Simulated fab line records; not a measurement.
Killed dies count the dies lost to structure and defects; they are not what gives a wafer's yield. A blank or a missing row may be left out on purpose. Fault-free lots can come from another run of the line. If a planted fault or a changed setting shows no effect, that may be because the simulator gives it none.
Matching of chambers    flow nandHarc    NHARC_A_BONDPAD_STRIP_15 on rieDiel-10: 4 sister chambers
The step strips in O2. 15 wafers are shown with their chamber, then 7 later ones without.

== EACH WAFER AND ITS CHAMBER ==
wafer   chamber  showerheadPlenumPTorr (Torr)  drypumpMotorCurrentA (A)  oesProductAu (a.u.)
L896.1  3        3.34                          5.4                       1.013
L896.3  0        3.39                          5.9                       0.996
L896.6  3        3.34                          5.4                       0.998
L902.1  0        3.39                          5.9                       0.997
L902.2  2        3.52                          5.7                       1.008
L902.5  1        3.49                          5.6                       1.010
L903.5  2        3.52                          5.7                       1.006
L912.4  0        3.39                          5.9                       0.994
L912.5  3        3.33                          5.4                       0.992
L912.6  0        3.39                          6.0                       0.988
L914.2  2        3.52                          5.7                       1.003
L914.4  1        3.49                          5.6                       1.005
L914.6  1        3.49                          5.6                       1.006
L916.2  1        3.49                          5.6                       0.998
L916.5  0        3.39                          5.9                       0.988

SIGNATURES (means of the wafers above)
reading                chamber 0  chamber 1  chamber 2  chamber 3  scatter within a chamber
showerheadPlenumPTorr  3.3900     3.4900     3.5200     3.3367     0.00246
drypumpMotorCurrentA   5.920      5.600      5.700      5.400      0.027
oesProductAu           0.99260    1.00475    1.00567    1.00100    0.006
Rule: a wafer lies at a distance from a chamber equal to the root of the sum of squares, over the readings, of (its reading less the chamber's mean, divided by the reading's scatter). If the next closest chamber is less than 2 further off than the closest, the wafer can't be placed; otherwise it belongs to the closest. How the scatter is found: for the shown wafers, subtract from each reading the mean of its chamber, square and add these, divide the total by (wafers less chambers), then take the root.

== WAFERS WHOSE CHAMBER IS MISSING ==
wafer   showerheadPlenumPTorr (Torr)  drypumpMotorCurrentA (A)  oesProductAu (a.u.)
L916.6  3.49                          5.6                       0.989
L915.1  3.52                          5.7                       1.000
L915.5  3.52                          5.7                       1.003
L915.6  3.33                          5.4                       1.000
L919.1  3.49                          5.6                       1.003
L919.2  3.33                          5.4                       0.997
L919.6  3.49                          5.6                       0.993

== THE CHAMBER EACH PASSED THROUGH ==
wafer   from the rows above  in truth
L916.6  1                    1
L915.1  2                    2
L915.5  2                    2
L915.6  3                    3
L919.1  1                    1
L919.2  3                    3
L919.6  1                    1
Placed correctly: 7 of 7. From these rows, 0 cannot be placed. Wrongly placed: 0.
